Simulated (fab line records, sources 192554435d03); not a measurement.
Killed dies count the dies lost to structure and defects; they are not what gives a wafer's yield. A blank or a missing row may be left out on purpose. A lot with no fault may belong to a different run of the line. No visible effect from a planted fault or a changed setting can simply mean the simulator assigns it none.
Which of the tools did it?    flow n5Finfet    36 wafers sampled from 12 lots at 1 step of a route of 1938

== WHAT EACH GAUGE READ, for each wafer ==
N5_START_INSPECT_01: inspects for defects (unpatterned scan).
lot   measured     on                rawDefectCount
L075  day 1 18:02  defectInspect-02  9 8 4
L077  day 2 06:02  defectInspect-02  2 3 5
L079  day 2 18:02  defectInspect-02  5 6 3
L081  day 3 06:02  defectInspect-02  6 6 5
L083  day 3 18:02  defectInspect-01  8 8 4
L085  day 4 06:02  defectInspect-01  3 4 6
L087  day 4 18:02  defectInspect-01  3 0 7
L089  day 5 06:02  defectInspect-01  7 7 6
L091  day 5 18:02  defectInspect-01  3 5 6
L093  day 6 06:02  defectInspect-01  3 5 4
L095  day 6 18:02  defectInspect-02  5 4 6
L097  day 7 06:02  defectInspect-01  6 2 7

== WHAT TOOL EACH LOT RAN ON (gives the tool, then ch and the chambers of the sampled wafers, and finally the start) ==
The record shows no process step preceding these readings.

== THE ANSWER, worked out from the rows above alone ==
Rule: usual is defined by the lots themselves. The widest of any qualifying gaps counts: lots, ordered by their means at a reading, are off when they make up no more than a third of the lots, leave a main group of 4 or more, and stand apart from it by 3 or more times the standard deviation of that group's means. A main group is skipped when, at the precision printed for the reading in the tables above, its means are all equal. A lot without any number at a reading at which 4 lots or more have one is off too. Any other lot the step has rows for is counted as sound.
No lot is off at any reading shown: from this, nothing can be told.

== WHAT THE SIMULATOR HAD PUT IN ==
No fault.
